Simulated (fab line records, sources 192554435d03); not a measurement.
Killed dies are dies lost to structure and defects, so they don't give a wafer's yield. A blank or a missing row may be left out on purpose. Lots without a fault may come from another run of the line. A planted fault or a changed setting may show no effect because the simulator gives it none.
One fault seen from 2 desks | flow n5_finfet | each desk has only its own numbers; what lay behind them comes last

THE METROLOGY DESK
What the gauges read, lot by lot, whatever tool the lot ran on: means of the sampled wafers that have a number. A lot is out of limits, marked OUT, if its mean lies more than 4 standard deviations from the usual mean; the brackets give that distance. Of its 11 readings 7 are shown: those that lie furthest out on some lot.
Columns: A = cd_nm at N5_BEOL_M1_CD_MEAS_28, usual 23.94 nm; B = DIBL_N at N5_BEOL_M4_RC_MEAS_101, usual 36.0 mV/V; C = IOFF_N at N5_BEOL_M4_RC_MEAS_101, usual 0.154 nA/um; D = IOFF_P at N5_BEOL_M4_RC_MEAS_101, usual 0.21 nA/um; E = ION_N at N5_BEOL_M4_RC_MEAS_101, usual 675 uA/um; F = SS_N at N5_BEOL_M4_RC_MEAS_101, usual 71.4 mV/dec; G = VT_P at N5_BEOL_M4_RC_MEAS_101, usual -251 mV
lot  | first seen here | A     | B    | C     | D    | E   | F    | G
L862 | day 6 18:56     | 24.27 | 37.4 | 0.166 | 0.23 | 686 | 72.2 | -248
L861 | day 6 20:36     | 23.77 | 36.0 | 0.156 | 0.26 | 670 | 71.0 | -243
L864 | day 7 03:23     | 23.85 | 35.1 | 0.132 | 0.18 | 673 | 70.7 | -254
L870 | day 8 05:49     | 24.68 | 36.3 | 0.150 | 0.20 | 675 | 71.6 | -252
L871 | day 8 09:00     | 24.71 | 37.2 | 0.161 | 0.19 | 678 | 71.6 | -253
L874 | day 9 08:49     | 24.04 | 35.2 | 0.143 | 0.20 | 662 | 71.4 | -250
L879 | day 10 14:29    | 23.99 | 37.8 | 0.191 | 0.24 | 683 | 71.9 | -248
L882 | day 11 10:44    | 23.79 | 36.3 | 0.173 | 0.26 | 678 | 71.2 | -243
L884 | day 11 23:07    | 23.78 | 36.6 | 0.162 | 0.22 | 673 | 71.7 | -251
This desk's finding: nothing out of limits on any of the 9 lots.

THE TOOL OWNER'S DESK: euv_scanner-01
The tool's own readings at N5_BEOL_M1_EXPOSE_25 (exposes mask V0, defocus 5 nm, target cd 24 nm): means of the sampled wafers that have a number, for each lot that ran on this tool. A lot is out of limits, marked OUT, if its mean lies more than 4 standard deviations from the usual mean; the brackets give that distance.
Columns: A = exposure_dose_mJ_cm2 at N5_BEOL_M1_EXPOSE_25, usual 63.00
lot  | first seen here | A
L862 | day 6 18:47     | 62.95
L861 | day 6 20:28     | 63.06
L864 | day 7 03:16     | 63.00
L870 | day 8 05:41     | 65.59 (+41) OUT
L871 | day 8 08:51     | 65.81 (+45) OUT
This desk's finding: out of limits on L870, L871; first on L870, day 8 05:41 (exposure_dose_mJ_cm2 at N5_BEOL_M1_EXPOSE_25). In limits: L862, L861, L864.

PUT TOGETHER
The tool owner's desk could have raised an alarm at day 8 05:41, on L870, L871.
The metrology desk saw nothing out of limits.
The metrology desk has L870, L871 on record, within its limits.
Of the lots named, all ran N5_BEOL_M1_EXPOSE_25 on euv_scanner-01.

WHAT THE SIMULATOR HAD PUT IN
Process parameter drift: euv_scanner-01, from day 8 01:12 on, at N5_BEOL_M1_EXPOSE_25. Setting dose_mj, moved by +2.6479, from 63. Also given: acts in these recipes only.
Lots struck among those shown: L870, L871.
Hours from the fault's start to each desk's first reading out of limits: the tool owner's desk, 4.
